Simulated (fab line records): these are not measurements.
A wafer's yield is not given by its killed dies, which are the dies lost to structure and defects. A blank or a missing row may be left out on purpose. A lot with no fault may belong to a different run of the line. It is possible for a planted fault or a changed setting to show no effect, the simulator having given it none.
What tool caused it? || flow nandHarc || 7 lots, 21 wafers sampled, at 2 steps of a route of 1159

WHAT EACH GAUGE READ, for each wafer
NHARC_A_BLC_CD_MEAS_19.
{"lot": "L960", "measured": "day 17 10:27", "on": "cdSem-01", "cdNm (nm)": "93.3 95.2 97.0"}
{"lot": "L961", "measured": "day 17 19:41", "on": "cdSem-02", "cdNm (nm)": "100.6 96.9 98.3"}
{"lot": "L967", "measured": "day 20 01:53", "on": "cdSem-01", "cdNm (nm)": "99.6 105.4 102.7"}
{"lot": "L970", "measured": "day 20 15:44", "on": "cdSem-02", "cdNm (nm)": "99.5 99.0 97.6"}
{"lot": "L974", "measured": "day 20 20:05", "on": "cdSem-02", "cdNm (nm)": "103.0 99.3 105.0"}
{"lot": "L976", "measured": "day 21 17:10", "on": "cdSem-03", "cdNm (nm)": "97.9 97.8 96.7"}
{"lot": "L982", "measured": "day 22 14:32", "on": "cdSem-01", "cdNm (nm)": "104.6 101.1 100.6"}

WHAT TOOL EACH LOT RAN ON (gives the tool, then ch and the chambers of the sampled wafers, and finally the start)
{"lot": "L960", "NHARC_A_BLC_ETCH_17": "rieDiel-06 ch 2,3, day 17 10:27 or earlier"}
{"lot": "L961", "NHARC_A_BLC_ETCH_17": "rieDiel-06 ch 2,3, day 17 19:41 or earlier"}
{"lot": "L967", "NHARC_A_BLC_ETCH_17": "rieDiel-12 ch 0,1,3, day 20 01:53 or earlier"}
{"lot": "L970", "NHARC_A_BLC_ETCH_17": "rieDiel-06 ch 0,1,2, day 20 15:44 or earlier"}
{"lot": "L974", "NHARC_A_BLC_ETCH_17": "rieDiel-12 ch 0,1,3, day 20 20:05 or earlier"}
{"lot": "L976", "NHARC_A_BLC_ETCH_17": "rieDiel-06 ch 1,3, day 21 17:10 or earlier"}
{"lot": "L982", "NHARC_A_BLC_ETCH_17": "rieDiel-06 ch 0,2, day 22 14:32 or earlier"}
- NHARC_A_BLC_ETCH_17: etches the open film in N2/H2, target depth 390 nm, time 609.38 s.

THE ANSWER, worked out from the rows above alone
Rule: the lots themselves supply what counts as usual. The widest of any qualifying gaps counts: lots, ordered by their means at a reading, are off when they make up no more than a third of the lots, leave a main group of 4 or more, and stand apart from it by 3 or more times the standard deviation of that group's means. A main group whose means are all the same, to the digits that the tables above print for the reading, isn't used. Also off: a lot with no number at a reading for which 4 or more lots have one. The other lots that the step has rows for count as sound.
Nothing can be told from this: no lot is off at any reading shown.

WHAT HAD BEEN PUT IN BY THE SIMULATOR
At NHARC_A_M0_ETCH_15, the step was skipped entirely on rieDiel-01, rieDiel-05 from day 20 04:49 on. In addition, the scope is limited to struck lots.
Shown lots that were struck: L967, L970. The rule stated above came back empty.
